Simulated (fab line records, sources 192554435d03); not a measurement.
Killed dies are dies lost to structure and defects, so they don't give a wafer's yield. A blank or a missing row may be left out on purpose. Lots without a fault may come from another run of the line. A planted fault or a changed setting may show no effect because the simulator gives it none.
Chamber matching | flow n5_finfet | N5_BEOL_M11_DEP_56 on pecvd-04: 3 sister chambers
The step deposits SiCN from 3MS/NH3, target thk 30 nm, time 10.5 s. 6 wafers are shown with their chamber, then 8 later ones without.

WAFERS WITH THEIR CHAMBER
wafer  | chamber | throttle_valve_pct (%) | showerhead_plenum_p_Torr (Torr)
L608.4 | 0       | 18.8                   | 4.147
L608.6 | 2       | 17.1                   | 4.164
L615.2 | 0       | 18.8                   | 4.152
L615.3 | 2       | 17.3                   | 4.178
L615.5 | 1       | 17.7                   | 4.181
L622.1 | 1       | 17.6                   | 4.174

WAFERS WITHOUT THEIR CHAMBER
wafer  | throttle_valve_pct (%) | showerhead_plenum_p_Torr (Torr)
L622.3 | 17.4                   | 4.170
L622.4 | 17.7                   | 4.175
L620.1 | 17.5                   | 4.172
L620.4 | 17.5                   | 4.180
L620.5 | 18.7                   | 4.161
L623.2 | 18.8                   | 4.150
L623.3 | 17.5                   | 4.173
L623.6 | 18.7                   | 4.151

WHICH CHAMBER EACH WENT THROUGH
wafer  | from the rows above     | in truth
L622.3 | can't be placed: 2 or 1 | 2
L622.4 | 1                       | 1
L620.1 | can't be placed: 1 or 2 | 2
L620.4 | can't be placed: 1 or 2 | 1
L620.5 | 0                       | 0
L623.2 | 0                       | 0
L623.3 | can't be placed: 1 or 2 | 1
L623.6 | 0                       | 0
Placed correctly: 4 of 8. Can't be placed from these rows: 4 (the true chamber is among the candidates in 4). Placed wrongly: 0.
How it was worked out, from the rows above alone: a wafer's distance from a chamber is the root of the sum, over the readings, of the square of ((its reading less the chamber's mean) divided by the reading's scatter). The wafer belongs to the nearest chamber; if the next one is less than 2 further off, it can't be placed. A chamber's mean is the mean of its shown wafers. The scatter: the root of (the sum of the squares of (reading less its chamber's mean) over the shown wafers, divided by (wafers less chambers)).
